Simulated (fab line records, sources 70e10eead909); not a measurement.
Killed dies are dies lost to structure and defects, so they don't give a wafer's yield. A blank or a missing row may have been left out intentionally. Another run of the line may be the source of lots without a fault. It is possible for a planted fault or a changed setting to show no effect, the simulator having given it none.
Matching of chambers || flow nand_harc || NHARC_A_CONTACT_ETCH_102 on rie_diel-07: 4 sister chambers
The step etches the open film in CF4/O2, target depth 100 nm, overetch 10 nm, time 55 s. 4 wafers are shown with their chamber, then 7 later ones without.

WAFERS PAIRED WITH THEIR CHAMBERS
{"wafer": "L090.3", "chamber": 2, "showerhead_plenum_p_Torr (Torr)": 1.33}
{"wafer": "L090.4", "chamber": 3, "showerhead_plenum_p_Torr (Torr)": 1.28}
{"wafer": "L094.1", "chamber": 1, "showerhead_plenum_p_Torr (Torr)": 1.40}
{"wafer": "L094.2", "chamber": 0, "showerhead_plenum_p_Torr (Torr)": 1.34}

WAFERS WITH NO CHAMBER GIVEN
{"wafer": "L094.4", "showerhead_plenum_p_Torr (Torr)": 1.34}
{"wafer": "L095.1", "showerhead_plenum_p_Torr (Torr)": 1.34}
{"wafer": "L095.3", "showerhead_plenum_p_Torr (Torr)": 1.40}
{"wafer": "L095.5", "showerhead_plenum_p_Torr (Torr)": 1.34}
{"wafer": "L097.1", "showerhead_plenum_p_Torr (Torr)": 1.40}
{"wafer": "L097.4", "showerhead_plenum_p_Torr (Torr)": 1.27}
{"wafer": "L097.5", "showerhead_plenum_p_Torr (Torr)": 1.27}

THE CHAMBER EACH PASSED THROUGH
{"wafer": "L094.4", "from the rows above": "can't be placed: 0 or 2", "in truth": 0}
{"wafer": "L095.1", "from the rows above": "can't be placed: 0 or 2", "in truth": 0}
{"wafer": "L095.3", "from the rows above": 1, "in truth": 1}
{"wafer": "L095.5", "from the rows above": "can't be placed: 0 or 2", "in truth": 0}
{"wafer": "L097.1", "from the rows above": 1, "in truth": 1}
{"wafer": "L097.4", "from the rows above": 3, "in truth": 3}
{"wafer": "L097.5", "from the rows above": 3, "in truth": 3}
4 of 7 placed correctly. These rows do not allow placing 3 (true chamber among the candidates in 3). 0 placed wrongly.
How it was worked out, from the rows above alone: a wafer's distance from a chamber is the root of the sum, over the readings, of the square of ((its reading less the chamber's mean) divided by the reading's scatter). If the next closest chamber is less than 2 further off than the closest, the wafer can't be placed; otherwise it belongs to the closest. A chamber's mean is the mean of its shown wafers. The scatter: with one shown wafer a chamber, the root of the mean of the squares of how far each hidden wafer lies from its nearest shown one.
